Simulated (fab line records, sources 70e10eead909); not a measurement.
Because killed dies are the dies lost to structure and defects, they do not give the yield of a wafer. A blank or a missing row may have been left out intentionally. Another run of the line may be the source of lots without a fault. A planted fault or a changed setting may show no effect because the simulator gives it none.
fab line records + flow nand_harc
[record]
- lots = 14
- wafers = 40
- last_day = 24
route steps=1159 shown A_CONTACT@951 A_BLC@978
lots that met no fault: taken from a fault-free run of the same line
start_h: hours from the record's opening day to when the first of the lot's shown wafers began + wait_h: hours since the lot's step before + " as in the row above + L1.1+2: several wafers, shown together as one row + - no value, or no start given + * or withheld: withheld + < > ~ a bound
route shown NAME@n: a module of which the file shows steps, and the number in the route of the first + usual: average and standard deviation across the fault-free wafers + same: alike in all rows + chamber/n: place in a boat + sites: readings site by site + _std_site: how widely they spread, as a standard deviation + _edge_site: outer sites' mean less inner sites' + radius_mm: for every site, how far away it sits from the centre of the wafer + mask NAME#n: copy n + behind: the tool/chamber that last shaped the wafer + hold: the reason the lot was held/the length of the hold in hours/how it ended + device: the n, p or np transistor that did not switch + end of line: at the end of the route, the tests of the same wafers + a step with no rows: only its recipe + killed: at the first sort, the dies lost to defects and structure; wafer yield is something else + map: per-die view of a wafer (x killed, . not killed, _ where there is no die)
set.NAME: the setting as run; set.NAME@STEP: as run at that earlier step + model.NAME: the simulator's own value behind a step, which no gauge read
the route's steps for a sample of lots (tables are steps, rows are wafers)
services: when a tool's chamber went out of use (start_h, in hours from the record's first day, below 0 if earlier), for how many hours, and the reason
[[steps]]
[step NHARC_A_CONTACT_CD_MEAS_15]
[usual]
- cd_nm = 90.2/0.41
| lot.wafer | tool      | chamber | start_h | wait_h | cd_nm |
|-----------|-----------|---------|---------|--------|-------|
| L820.2    | cd_sem-02 | -       | 382.32  | -      | 90.7  |
| L820.4    | "         | -       | "       | "      | 90.9  |
| L820.6    | "         | -       | "       | "      | 90.3  |
| L821.1    | cd_sem-02 | -       | 392.35  | -      | 90.8  |
| L821.3    | "         | -       | "       | "      | 90.6  |
| L821.6    | "         | -       | "       | "      | 90.4  |
| L823.1    | cd_sem-03 | -       | 400.38  | -      | 89.9  |
| L823.3    | "         | -       | "       | "      | 89.8  |
| L823.5    | "         | -       | "       | "      | 89.7  |
| L825.1    | cd_sem-02 | -       | 421.91  | -      | 90.5  |
| L825.2    | "         | -       | "       | "      | 90.3  |
| L825.3    | "         | -       | "       | "      | 90.5  |
| L827.4    | cd_sem-03 | -       | 435.19  | -      | 89.9  |
| L827.5    | "         | -       | "       | "      | 90.1  |
| L827.6    | "         | -       | "       | "      | 90.1  |
| L828.3    | cd_sem-02 | -       | 438.49  | -      | 89.4  |
| L828.4    | "         | -       | "       | "      | 90.4  |
| L828.6    | "         | -       | "       | "      | 89.4  |
| L829.2    | cd_sem-02 | -       | 439.70  | -      | 89.9  |
| L829.3    | "         | -       | "       | "      | 90.4  |
| L829.4    | "         | -       | "       | "      | 90.1  |
| L831.1    | cd_sem-02 | -       | 451.74  | -      | 91.0  |
| L831.3    | "         | -       | "       | "      | 89.8  |
| L831.5    | "         | -       | "       | "      | 90.4  |
| L833.2    | cd_sem-03 | -       | 458.11  | -      | 89.9  |
| L833.3    | "         | -       | "       | "      | 90.0  |
| L833.5    | "         | -       | "       | "      | 90.2  |
| L835.3    | cd_sem-02 | -       | 463.30  | -      | 89.8  |
| L835.4    | "         | -       | "       | "      | 89.7  |
| L830.3    | cd_sem-02 | -       | 464.05  | -      | 90.0  |
| L830.4    | "         | -       | "       | "      | 90.2  |
| L834.1    | cd_sem-01 | -       | 474.20  | -      | 89.5  |
| L834.3    | "         | -       | "       | "      | 89.4  |
| L834.6    | "         | -       | "       | "      | 89.8  |
| L836.1    | cd_sem-02 | -       | 478.61  | -      | 90.0  |
| L836.2    | "         | -       | "       | "      | 89.7  |
| L836.3    | "         | -       | "       | "      | 89.9  |
| L842.1    | cd_sem-01 | -       | 527.19  | -      | 90.1  |
| L842.3    | "         | -       | "       | "      | 90.8  |
| L842.4    | "         | -       | "       | "      | 90.5  |
[step NHARC_A_CONTACT_INSPECT_23]
[usual]
- raw_defect_count = 420/130
| lot.wafer | tool              | chamber | start_h | wait_h | raw_defect_count |
|-----------|-------------------|---------|---------|--------|------------------|
| L820.2    | defect_inspect-01 | -       | 385.91  | 0.1    | 231              |
| L820.4    | "                 | -       | "       | "      | 426              |
| L820.6    | "                 | -       | "       | "      | 250              |
| L821.1    | defect_inspect-02 | -       | 397.55  | 0.1    | 365              |
| L821.3    | "                 | -       | "       | "      | 410              |
| L821.6    | "                 | -       | "       | "      | 397              |
| L823.1    | defect_inspect-02 | -       | 402.96  | 0.1    | 396              |
| L823.3    | "                 | -       | "       | "      | 412              |
| L823.5    | "                 | -       | "       | "      | 265              |
| L825.1    | defect_inspect-02 | -       | 424.46  | 0.1    | 413              |
| L825.2    | "                 | -       | "       | "      | 394              |
| L825.3    | "                 | -       | "       | "      | 392              |
| L827.4    | defect_inspect-02 | -       | 437.62  | 0.1    | 571              |
| L827.5    | "                 | -       | "       | "      | 495              |
| L827.6    | "                 | -       | "       | "      | 320              |
| L828.3    | defect_inspect-02 | -       | 443.65  | 0.1    | 388              |
| L828.4    | "                 | -       | "       | "      | 484              |
| L828.6    | "                 | -       | "       | "      | 412              |
| L829.2    | defect_inspect-01 | -       | 444.26  | 0.1    | 262              |
| L829.3    | "                 | -       | "       | "      | 308              |
| L829.4    | "                 | -       | "       | "      | 284              |
| L831.1    | defect_inspect-01 | -       | 455.86  | 0.1    | 364              |
| L831.3    | "                 | -       | "       | "      | 517              |
| L831.5    | "                 | -       | "       | "      | 466              |
| L833.2    | defect_inspect-01 | -       | 460.90  | 0.1    | 338              |
| L833.3    | "                 | -       | "       | "      | 417              |
| L833.5    | "                 | -       | "       | "      | 341              |
| L835.3    | defect_inspect-01 | -       | 469.83  | 0.1    | 561              |
| L835.4    | "                 | -       | "       | "      | 490              |
| L830.3    | defect_inspect-02 | -       | 470.56  | 0.1    | 421              |
| L830.4    | "                 | -       | "       | "      | 390              |
| L834.1    | defect_inspect-02 | -       | 479.29  | 0.1    | 369              |
| L834.3    | "                 | -       | "       | "      | 289              |
| L834.6    | "                 | -       | "       | "      | 370              |
| L836.1    | defect_inspect-02 | -       | 481.51  | 0.1    | 437              |
| L836.2    | "                 | -       | "       | "      | 633              |
| L836.3    | "                 | -       | "       | "      | 463              |
| L842.1    | defect_inspect-01 | -       | 529.71  | 0.1    | 373              |
| L842.3    | "                 | -       | "       | "      | 384              |
| L842.4    | "                 | -       | "       | "      | 337              |
[step NHARC_A_BLC_ETCH_16]
[recipe]
- target_depth_a = 390
- over_etch_frac = 0.3
- time_s = 65
- ion_energy_ev = 80
- cf4_flow_sccm = 150
- ar_flow_sccm = 0
- rf_w = 300
- bias_w = 100
- chemistry = CF4
[usual]
- drypump_motor_current_A = 5.9/0.42
- oes_product_au = 1.002/0.008
- rf_vpp_V = 151.1/1.3
- run_length_s = 86.3/0.36
- showerhead_plenum_p_Torr = 1.75/0.074
- throttle_valve_pct = 13.283/0.0088
| lot.wafer | tool        | chamber | start_h | wait_h | drypump_motor_current_A | oes_product_au | rf_hours_counter_h | rf_vpp_V | run_length_s | showerhead_plenum_p_Torr | throttle_valve_pct |
|-----------|-------------|---------|---------|--------|-------------------------|----------------|--------------------|----------|--------------|--------------------------|--------------------|
| L820.4    | rie_diel-04 | 2       | 386.70  | 0.1    | 5.7                     | 0.989          | 34                 | 150.9    | 85.9         | 1.72                     | 13.291             |
| L820.2    | "           | 3       | "       | "      | 5.3                     | 0.984          | 34                 | 151.2    | 86.7         | 1.82                     | 13.278             |
| L820.6    | "           | 2       | "       | "      | 5.7                     | 0.980          | -                  | 151.3    | 85.9         | 1.72                     | 13.275             |
| L821.1    | rie_diel-13 | 0       | 398.33  | 0.1    | 6.5                     | 0.997          | 11                 | 153.9    | 86.5         | 1.88                     | 13.276             |
| L821.3    | "           | 3       | "       | "      | 5.1                     | 1.002          | 13                 | 151.7    | 86.5         | 1.73                     | 13.284             |
| L821.6    | "           | 1       | "       | "      | 5.7                     | 0.991          | -                  | 152.0    | 86.2         | 1.84                     | 13.287             |
| L823.1    | rie_diel-05 | 3       | 403.75  | 0.1    | 6.4                     | 0.996          | 4                  | 152.1    | 86.5         | 1.82                     | 13.283             |
| L823.3    | "           | 0       | "       | "      | 5.8                     | 0.989          | 5                  | 150.9    | 85.6         | 1.73                     | 13.292             |
| L823.5    | "           | 3       | "       | "      | 6.4                     | 1.000          | -                  | 152.0    | 86.9         | 1.82                     | 13.276             |
| L825.1    | rie_diel-05 | 1       | 425.24  | 0.1    | 5.9                     | 1.016          | 7                  | 150.6    | 86.7         | 1.65                     | 13.281             |
| L825.2    | "           | 2       | "       | "      | 6.2                     | 1.012          | 6                  | 151.4    | 86.1         | 1.78                     | 13.295             |
| L825.3    | "           | 0       | "       | "      | 5.8                     | 1.010          | 7                  | 150.6    | 85.8         | 1.73                     | 13.289             |
| L827.4    | rie_diel-05 | 2       | 438.40  | 0.1    | 6.2                     | 1.006          | 7                  | 150.9    | 86.2         | 1.78                     | 13.285             |
| L827.5    | "           | 2       | "       | "      | 6.2                     | 1.023          | -                  | 150.5    | 86.6         | 1.78                     | 13.285             |
| L827.6    | "           | 3       | "       | "      | 6.3                     | 0.998          | -                  | 152.5    | 86.5         | 1.82                     | 13.270             |
| L828.4    | rie_diel-05 | 1       | 444.43  | 0.1    | 5.9                     | 1.008          | 9                  | 150.2    | 86.4         | 1.65                     | 13.269             |
| L828.3    | "           | 0       | "       | "      | 5.8                     | 1.002          | 10                 | 150.4    | 86.2         | 1.73                     | 13.282             |
| L828.6    | "           | 1       | "       | "      | 5.9                     | 1.014          | -                  | 149.9    | 86.5         | 1.65                     | 13.290             |
| L829.2    | rie_diel-13 | 1       | 444.93  | 0.1    | 5.7                     | 1.004          | 18                 | 152.5    | 86.1         | 1.84                     | 13.277             |
| L829.3    | "           | 3       | "       | "      | 5.2                     | 1.000          | 19                 | 151.2    | 86.4         | 1.73                     | 13.292             |
| L829.4    | "           | 1       | "       | "      | 5.7                     | 0.990          | -                  | 151.1    | 85.9         | 1.84                     | 13.292             |
| L831.3    | rie_diel-05 | 2       | 456.67  | 0.1    | 6.2                     | 1.010          | 9                  | 151.9    | 86.1         | 1.78                     | 13.287             |
| L831.1    | "           | 0       | "       | "      | 5.8                     | 0.997          | 11                 | 150.5    | 85.5         | 1.73                     | 13.273             |
| L831.5    | "           | 3       | "       | "      | 6.4                     | 0.996          | -                  | 152.8    | 86.4         | 1.82                     | 13.286             |
| L833.3    | rie_diel-05 | 0       | 461.85  | 0.2    | 5.8                     | 0.997          | 12                 | 152.3    | 85.9         | 1.73                     | 13.287             |
| L833.2    | "           | 2       | "       | "      | 6.2                     | 1.004          | 10                 | 152.8    | 86.3         | 1.78                     | 13.291             |
| L833.5    | "           | 0       | "       | "      | 5.8                     | 0.981          | -                  | 152.1    | 85.6         | 1.73                     | 13.278             |
| L835.4    | rie_diel-05 | 1       | 470.63  | 0.1    | 5.9                     | 1.006          | 12                 | 150.4    | 86.2         | 1.65                     | 13.271             |
| L835.3    | "           | 2       | "       | "      | 6.2                     | 1.006          | 11                 | 149.2    | 72.8         | 1.78                     | 13.276             |
| L830.4    | rie_diel-05 | 1       | 471.45  | 0.1    | 5.9                     | 1.007          | 12                 | 149.1    | 86.1         | 1.65                     | 13.280             |
| L830.3    | "           | 2       | "       | "      | 6.2                     | 1.007          | 11                 | 149.7    | 72.2         | 1.78                     | 13.281             |
| L834.3    | rie_diel-05 | 2       | 480.08  | 0.1    | 6.2                     | 1.012          | 12                 | 151.6    | 72.3         | 1.78                     | 13.281             |
| L834.1    | "           | 0       | "       | "      | 5.8                     | 0.998          | 14                 | 150.6    | 71.7         | 1.73                     | 13.271             |
| L834.6    | "           | 2       | "       | "      | 6.2                     | 1.000          | -                  | 152.2    | 86.6         | 1.78                     | 13.286             |
| L836.2    | rie_diel-13 | 0       | 482.29  | 0.1    | 6.5                     | 1.003          | 2                  | 152.9    | 86.2         | 1.88                     | 13.290             |
| L836.3    | "           | 2       | "       | "      | 5.6                     | 1.013          | 3                  | 149.5    | 85.6         | 1.67                     | 13.280             |
| L836.1    | "           | 3       | "       | "      | 5.1                     | 1.000          | 2                  | 149.7    | 86.3         | 1.73                     | 13.290             |
| L842.1    | rie_diel-04 | 0       | 530.56  | 0.1    | 5.0                     | 1.008          | 21                 | 150.0    | 86.6         | 1.64                     | 13.272             |
| L842.4    | "           | 3       | "       | "      | 5.3                     | 0.999          | -                  | 151.4    | 86.8         | 1.81                     | 13.282             |
| L842.3    | "           | 0       | "       | "      | 5.0                     | 1.005          | -                  | 149.6    | 86.4         | 1.64                     | 13.283             |
[step NHARC_A_BLC_CD_MEAS_19]
[usual]
- cd_nm = 100.4/1.5
| lot.wafer | tool      | chamber | start_h | wait_h | cd_nm |
|-----------|-----------|---------|---------|--------|-------|
| L820.2    | cd_sem-03 | -       | 387.58  | -      | 101.9 |
| L820.4    | "         | -       | "       | "      | 98.2  |
| L820.6    | "         | -       | "       | "      | 99.7  |
| L821.1    | cd_sem-02 | -       | 399.21  | -      | 98.6  |
| L821.3    | "         | -       | "       | "      | 100.0 |
| L821.6    | "         | -       | "       | "      | 99.5  |
| L823.1    | cd_sem-02 | -       | 404.63  | -      | 99.5  |
| L823.3    | "         | -       | "       | "      | 99.2  |
| L823.5    | "         | -       | "       | "      | 100.1 |
| L825.1    | cd_sem-02 | -       | 426.13  | -      | 102.0 |
| L825.2    | "         | -       | "       | "      | 103.2 |
| L825.3    | "         | -       | "       | "      | 100.8 |
| L827.4    | cd_sem-02 | -       | 439.29  | -      | 100.1 |
| L827.5    | "         | -       | "       | "      | 100.9 |
| L827.6    | "         | -       | "       | "      | 99.3  |
| L828.3    | cd_sem-03 | -       | 445.31  | -      | 101.1 |
| L828.4    | "         | -       | "       | "      | 99.4  |
| L828.6    | "         | -       | "       | "      | 100.1 |
| L829.2    | cd_sem-02 | -       | 445.91  | -      | 98.8  |
| L829.3    | "         | -       | "       | "      | 99.6  |
| L829.4    | "         | -       | "       | "      | 99.2  |
| L831.1    | cd_sem-01 | -       | 457.57  | -      | 100.3 |
| L831.3    | "         | -       | "       | "      | 98.8  |
| L831.5    | "         | -       | "       | "      | 100.2 |
| L833.2    | cd_sem-02 | -       | 462.74  | -      | 101.8 |
| L833.3    | "         | -       | "       | "      | 99.9  |
| L833.5    | "         | -       | "       | "      | 100.2 |
| L835.3    | cd_sem-01 | -       | 471.52  | -      | 99.8  |
| L835.4    | "         | -       | "       | "      | 100.5 |
| L830.3    | cd_sem-01 | -       | 472.68  | -      | 101.6 |
| L830.4    | "         | -       | "       | "      | 102.6 |
| L834.1    | cd_sem-02 | -       | 480.95  | -      | 98.1  |
| L834.3    | "         | -       | "       | "      | 100.7 |
| L834.6    | "         | -       | "       | "      | 99.3  |
| L836.1    | cd_sem-02 | -       | 483.16  | -      | 98.6  |
| L836.2    | "         | -       | "       | "      | 99.3  |
| L836.3    | "         | -       | "       | "      | 101.6 |
| L842.1    | cd_sem-03 | -       | 532.08  | -      | 100.7 |
| L842.3    | "         | -       | "       | "      | 100.0 |
| L842.4    | "         | -       | "       | "      | 99.6  |
[[services]]
| tool        | chamber | start_h | hours | kind   |
|-------------|---------|---------|-------|--------|
| rie_diel-05 | 3       | 364.36  | 1.8   | repair |
| rie_diel-05 | 2       | 373.51  | 1.6   | repair |
| rie_diel-05 | 0       | 374.31  | -     | clean  |
| rie_diel-05 | 1       | 374.31  | -     | clean  |
| rie_diel-05 | 3       | 374.31  | -     | clean  |
| rie_diel-04 | 3       | 381.53  | 3.7   | repair |
| rie_diel-05 | 3       | 383.23  | 4.3   | repair |
| rie_diel-05 | 0       | 398.82  | -     | clean  |
| rie_diel-05 | 1       | 398.82  | -     | clean  |
| rie_diel-05 | 2       | 398.82  | -     | clean  |
| rie_diel-05 | 3       | 398.82  | -     | clean  |
| rie_diel-05 | -       | 406.41  | 1.4   | repair |
| rie_diel-13 | 2       | 412.41  | 3.2   | repair |
| rie_diel-05 | 0       | 423.32  | -     | clean  |
| rie_diel-05 | 1       | 423.32  | -     | clean  |
| rie_diel-13 | 0       | 434.27  | 10.9  | repair |
| rie_diel-04 | -       | 442.20  | 0.7   | repair |
| rie_diel-13 | -       | 453.03  | 9.0   | pm     |
| rie_diel-04 | 0       | 461.25  | 4.9   | repair |
| rie_diel-04 | -       | 465.96  | 9.0   | pm     |
| rie_diel-04 | -       | 487.82  | 1.0   | repair |
| rie_diel-05 | -       | 517.60  | 9.0   | pm     |
| rie_diel-04 | 2       | 519.62  | 48.8  | repair |
| rie_diel-04 | 1       | 525.96  | 5.7   | repair |
[[key]]
[first_sign]
- step = NHARC_A_BLC_ETCH_16
- reading = run_length_s
- direction = down
- sigmas = 39
- usual = *
- struck = *
effect none on later readings
met_at NHARC_A_BLC_ETCH_16
struck_lots L830,L834,L835
struck_wafers L830.3,L834.1,L834.3,L835.3
tester_left_out L830,L834,L835
not_acting_at NHARC_A_CONTACT_CD_MEAS_15,NHARC_A_CONTACT_INSPECT_23,NHARC_A_BLC_CD_MEAS_19
onset_between 461.85 470.63
[fault]
- kind = process_parameter_drift
- tool = rie_diel-05
- chamber = -
- onset_h = 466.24
- steps = NHARC_A_BLC_ETCH_16
- channel = time_s
- offset = *
- shape = step
- end_h = 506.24
- scope = struck_wafers_only
- acts_in = *
- stated = *
// tester_left_out: of these lots the tester's yield and bins aren't shown, on N5 and GAA mostly nor the transistor test; their killed dies are dies lost to structure and defects alone, not to doping, threshold or leakage, so they don't give the yield
